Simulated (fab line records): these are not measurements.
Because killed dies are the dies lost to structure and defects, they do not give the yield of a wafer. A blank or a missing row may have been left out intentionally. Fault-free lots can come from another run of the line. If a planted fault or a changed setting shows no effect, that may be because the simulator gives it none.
Lot-split experiment :: flow n5 finfet :: route with 1938 steps; 7 lots, 21 wafers read

== ABOUT THE SPLIT ==
At N5_BEOL_M6_HM_DEP_02 (deposits TiN, target thk 20 nm), the setting target thk a was moved away from the recipe's 200 angstrom on 6 of the 21 wafers read, by -13.3% to +13.1%. For the rest of the wafers, this setting stayed at what the recipe calls for.

== FROM THE SPLIT TO THE READING: what the file shows between them, 8 steps ==
- N5_BEOL_M6_COAT_59: time 60 s, resist thk 100 nm
- N5_BEOL_M6_COAT_60: time 60 s, resist thk 35 nm
- N5_BEOL_M6_STRIP_68: strips in N2/H2
- N5_BEOL_M6_STRIP_67: strips in CF4
- N5_BEOL_M6_HM_OPEN_17: chemistry Cl2/BCl3, target TiN, target depth 20 nm, overetch 6 nm
- N5_BEOL_M6_STRIP_19: strips in O2
- N5_BEOL_M6_STRIP_76: strips in C4F6/O2
- N5_BEOL_M6_STRIP_36: strips in N2/H2

== THE READING ==
TiN_of_BEOL_M6_HM_DEP_02.thk nm (the simulator's own value, which no gauge read), in nm, at N5_BEOL_M6_TRENCH_ETCH_37 (etches SiCOH lowk in C4F6/O2, target depth 94.435 nm, time 31.5 s). No usual value for it is given in the file. Across the 15 wafers here that went through the recipe, the average is 17.5 nm and the standard deviation 0.38 nm.

wafer: L075.1
tool, chamber at the split: pvd sputter-02, -
target thk a as run, angstrom: 200
against the recipe: recipe
TiN_of_BEOL_M6_HM_DEP_02.thk nm, nm: 18
against lot-mates on the recipe: -

wafer: L075.2
tool, chamber at the split: pvd sputter-02, -
target thk a as run, angstrom: 200
against the recipe: recipe
TiN_of_BEOL_M6_HM_DEP_02.thk nm, nm: 18
against lot-mates on the recipe: -

wafer: L075.3
tool, chamber at the split: pvd sputter-02, -
target thk a as run, angstrom: 200
against the recipe: recipe
TiN_of_BEOL_M6_HM_DEP_02.thk nm, nm: 18.2
against lot-mates on the recipe: -

wafer: L074.1
tool, chamber at the split: pvd sputter-03, -
target thk a as run, angstrom: 200
against the recipe: recipe
TiN_of_BEOL_M6_HM_DEP_02.thk nm, nm: 17.2
against lot-mates on the recipe: -

wafer: L074.2
tool, chamber at the split: pvd sputter-03, -
target thk a as run, angstrom: 184.3
against the recipe: -7.8%
TiN_of_BEOL_M6_HM_DEP_02.thk nm, nm: 16
against lot-mates on the recipe: -1.2

wafer: L074.5
tool, chamber at the split: pvd sputter-03, -
target thk a as run, angstrom: 184.3
against the recipe: -7.8%
TiN_of_BEOL_M6_HM_DEP_02.thk nm, nm: 15.6
against lot-mates on the recipe: -1.6

wafer: L077.1
tool, chamber at the split: pvd sputter-03, -
target thk a as run, angstrom: 173.4
against the recipe: -13.3%
TiN_of_BEOL_M6_HM_DEP_02.thk nm, nm: 14.8
against lot-mates on the recipe: -2.3

wafer: L077.3
tool, chamber at the split: pvd sputter-03, -
target thk a as run, angstrom: 200
against the recipe: recipe
TiN_of_BEOL_M6_HM_DEP_02.thk nm, nm: 17.2
against lot-mates on the recipe: -

wafer: L077.5
tool, chamber at the split: pvd sputter-03, -
target thk a as run, angstrom: 200
against the recipe: recipe
TiN_of_BEOL_M6_HM_DEP_02.thk nm, nm: 17
against lot-mates on the recipe: -

wafer: L080.1
tool, chamber at the split: pvd sputter-01, -
target thk a as run, angstrom: 200
against the recipe: recipe
TiN_of_BEOL_M6_HM_DEP_02.thk nm, nm: 17.4
against lot-mates on the recipe: -

wafer: L080.2
tool, chamber at the split: pvd sputter-01, -
target thk a as run, angstrom: 200
against the recipe: recipe
TiN_of_BEOL_M6_HM_DEP_02.thk nm, nm: 17
against lot-mates on the recipe: -

wafer: L080.6
tool, chamber at the split: pvd sputter-01, -
target thk a as run, angstrom: 210.4
against the recipe: +5.2%
TiN_of_BEOL_M6_HM_DEP_02.thk nm, nm: 18.4
against lot-mates on the recipe: +1.2

wafer: L088.1
tool, chamber at the split: pvd sputter-01, -
target thk a as run, angstrom: 200
against the recipe: recipe
TiN_of_BEOL_M6_HM_DEP_02.thk nm, nm: 17.4
against lot-mates on the recipe: -

wafer: L088.4
tool, chamber at the split: pvd sputter-01, -
target thk a as run, angstrom: 200
against the recipe: recipe
TiN_of_BEOL_M6_HM_DEP_02.thk nm, nm: 17.4
against lot-mates on the recipe: -

wafer: L088.2
tool, chamber at the split: pvd sputter-01, -
target thk a as run, angstrom: 226.2
against the recipe: +13.1%
TiN_of_BEOL_M6_HM_DEP_02.thk nm, nm: 19.8
against lot-mates on the recipe: +2.4

wafer: L092.1
tool, chamber at the split: pvd sputter-03, -
target thk a as run, angstrom: 200
against the recipe: recipe
TiN_of_BEOL_M6_HM_DEP_02.thk nm, nm: 17.4
against lot-mates on the recipe: -

wafer: L092.2
tool, chamber at the split: pvd sputter-03, -
target thk a as run, angstrom: 200
against the recipe: recipe
TiN_of_BEOL_M6_HM_DEP_02.thk nm, nm: 17.4
against lot-mates on the recipe: -

wafer: L092.3
tool, chamber at the split: pvd sputter-03, -
target thk a as run, angstrom: 200
against the recipe: recipe
TiN_of_BEOL_M6_HM_DEP_02.thk nm, nm: 17.2
against lot-mates on the recipe: -

wafer: L093.1
tool, chamber at the split: pvd sputter-02, -
target thk a as run, angstrom: 200
against the recipe: recipe
TiN_of_BEOL_M6_HM_DEP_02.thk nm, nm: 17.8
against lot-mates on the recipe: -

wafer: L093.2
tool, chamber at the split: pvd sputter-02, -
target thk a as run, angstrom: 189.7
against the recipe: -5.2%
TiN_of_BEOL_M6_HM_DEP_02.thk nm, nm: 16.6
against lot-mates on the recipe: -1.3

wafer: L093.5
tool, chamber at the split: pvd sputter-02, -
target thk a as run, angstrom: 200
against the recipe: recipe
TiN_of_BEOL_M6_HM_DEP_02.thk nm, nm: 18
against lot-mates on the recipe: -

FIT RESULTS
A straight line over all 21 wafers: TiN_of_BEOL_M6_HM_DEP_02.thk nm changes by +0.193 nm for each +1% of target thk a; r = +0.94; the points scatter about the line by 0.35 nm.
The same after taking each lot's own level away (the mean of its wafers on the recipe; 21 wafers): +0.185 nm for each +1%; r = +0.99; scatter 0.16 nm.
That fit puts the effect of the largest move of target thk a on the reading at 2.5 nm.
The lots' own levels span 17.10 to 18.07 nm, that is 2.6 times the standard deviation above.
The two slopes are in agreement: the lot-to-lot level therefore moves the slope only a little.
Check: with one of the wafers moved furthest among these (-13.3%) left out of the fit, the line predicts -2.53 nm for it against its lot-mates. It came out at -2.3 nm against them.

== THE WHOLE CHAIN: every reading that the file lists as answering this split, in the file's order ==
step: N5_BEOL_M6_HM_DEP_02
what it does: deposits TiN, target thk 20 nm
reading: TiN_of_BEOL_M6_HM_DEP_02.thk nm (the simulator's own value, which no gauge read)
change (the file's fit): +0.187 nm for each +1% of the setting
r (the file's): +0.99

step: N5_BEOL_M6_HM_OPEN_17
what it does: chemistry Cl2/BCl3, target TiN, target depth 20 nm, overetch 6 nm
reading: etch.depth nm (the simulator's own value, which no gauge read)
change (the file's fit): +0.188 nm for each +1% of the setting
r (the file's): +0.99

step: N5_BEOL_M6_TRENCH_ETCH_37
what it does: etches SiCOH lowk in C4F6/O2, target depth 94.435 nm, time 31.5 s
reading: TiN_of_BEOL_M6_HM_DEP_02.thk nm (the simulator's own value, which no gauge read)
change (the file's fit): +0.185 nm for each +1% of the setting
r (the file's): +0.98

== FILE'S OWN FIT ==
TiN_of_BEOL_M6_HM_DEP_02.thk nm changes by +0.185 nm for each +1% of target thk a, r = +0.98.
